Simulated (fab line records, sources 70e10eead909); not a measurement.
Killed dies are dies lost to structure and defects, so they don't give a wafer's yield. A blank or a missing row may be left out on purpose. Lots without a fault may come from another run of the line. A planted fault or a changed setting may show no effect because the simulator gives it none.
A struck lot beside a sound one | flow nand_harc | 15 steps out of a route of 1302
Sound: wafers L202.1, L202.2, L202.6. Struck: wafers L212.3, L212.4, L212.5. The cause comes at the end.
At each step with rows: each side's tool, then ch and its chambers, then its first start. Under that, the readings that differ: sound wafers | struck wafers | difference of the means | sigmas: that difference in standard deviations of wafers without a fault.
alike: readings whose means differ by less than 2 such deviations, and words and numbers that are the same on both sides. not compared: withheld readings, readings that some wafer has no value for, bounds like >300 that may hide the same value, and numbers for which the record gives no deviation and whose values overlap.
The two part at a step that has a row with sigmas, a row that says differs or no value, or rows on one side only. Numbers that don't overlap but have no deviation are shown without sigmas and don't part them. A reading that every wafer of one side lacks parts them only if that side has two wafers or more.

first, 4 steps without rows for these wafers: NHARC_THIN_TSV_EBR_29; NHARC_THIN_TSV_EXPOSE_30 (exposes mask PAD); NHARC_THIN_TSV_PEB_31 (peb time 85 s); NHARC_THIN_TSV_DEVELOP_32 (time 70 s).
NHARC_THIN_TSV_CD_MEAS_33: target cd 5000 nm.
  sound on cd_sem-03 ch 0, day 27 07:38; struck on cd_sem-01 ch 0, day 31 06:28
  alike: cd_nm
then, 1 step without rows for these wafers: NHARC_THIN_TSV_HARDBAKE_34 (time 80 s).
NHARC_THIN_TSV_DESCUM_35: chemistry O2, time 3 s.
  sound on rie_diel-12 ch 0,1,2, day 27 07:49; struck on rie_diel-09 ch 0,1,3, day 31 06:37
  alike: drypump_motor_current_A, o2_flow_sccm, oes_product_au, rf_vpp_V, showerhead_plenum_p_Torr, throttle_valve_pct
  not compared: rf_hours_counter_h
NHARC_THIN_TSV_ETCH_59: etches the open film in Cl2/BCl3, target depth 880 nm, time 138.1 s.
  sound on rie_metal-03 ch 0,1, day 27 07:57; struck on rie_metal-02 ch 0,1, day 31 06:49
  alike: drypump_motor_current_A, he_backside_leak_sccm, oes_product_au, throttle_valve_pct
  not compared: rf_hours_counter_h
NHARC_THIN_TSV_ETCH_36: etches the open film in Cl2/BCl3, target depth 65 nm, time 18.571 s.
  sound on rie_metal-03 ch 0,1, day 27 08:13; struck on rie_metal-02 ch 0,1, day 31 07:01
  alike: drypump_motor_current_A, he_backside_leak_sccm, oes_product_au
  not compared: rf_hours_counter_h
NHARC_THIN_TSV_STRIP_56: strips in O2.
  sound on plasma_asher-02 ch 0,1, day 27 08:19; struck on plasma_asher-01 ch 0,1, day 31 07:12
  reading                     | sound       | struck         | difference                   | sigmas
  drypump_motor_current_A (A) | 5.4 4.9 4.9 | 5.9 6.1 6.1    | +1.0                         | +2
  rf_refl_power_W (W)         | - - -       | 23.8 21.6 21.9 | no value on the sound wafers |
  alike: heater_power_w, temp_c
  not compared: rf_hours_counter_h
then, 1 step without rows for these wafers: NHARC_THIN_TSV_STRIP_57 (strips in post etch residue remover, time 1200 s).
NHARC_THIN_TSV_CD_MEAS_37:
  sound on cd_sem-01, day 27 09:06; struck on cd_sem-01, day 31 07:55
  alike: cd_nm
NHARC_THIN_TSV_ANNEAL_58: time 1800 s.
  sound on furnace-08 ch 0, day 27 12:14; struck on furnace-08 ch 0, day 31 11:29
  reading                  | sound             | struck            | difference | sigmas
  spike_tc_bottom_C (C)    | 432 432 434       | 455 454 454       | +22        | +4
  spike_tc_centre_C (C)    | 403.1 401.9 403.3 | 425.6 423.2 421.5 | +20.7      | +15
  spike_tc_lower_C (C)     | 398.2 399.3 398.5 | 420.9 424.4 419.7 | +23.0      | +19
  spike_tc_top_C (C)       | 432 432 432       | 454 454 453       | +22        | +6
  spike_tc_upper_C (C)     | 399.8 400.8 400.7 | 421.4 422.7 423.1 | +22.0      | +20
  zone_power_upper_pct (%) | 4.49 4.49 4.58    | 4.95 4.91 4.92    | +0.41      | +3
NHARC_THIN_TSV_INSPECT_40:
  sound on defect_inspect-01, day 27 13:41; struck on defect_inspect-02, day 31 12:58
  alike: raw_defect_count
NHARC_END_SORT_01:
  sound on prober-01 ch 0, day 27 16:40; struck on prober-01 ch 0, day 31 17:33
  reading             | sound | struck | difference | sigmas
  killed_at_periphery | 8 9 9 | 2 1 1  | -7         | -3
  alike: defect_limited_yield, killed_at_array, killed_at_other, killed_dies, killed_open, killed_short

WHERE THEY PART
First at NHARC_THIN_TSV_STRIP_56; last, within this record, at NHARC_END_SORT_01.

WHY: what the simulator had put in
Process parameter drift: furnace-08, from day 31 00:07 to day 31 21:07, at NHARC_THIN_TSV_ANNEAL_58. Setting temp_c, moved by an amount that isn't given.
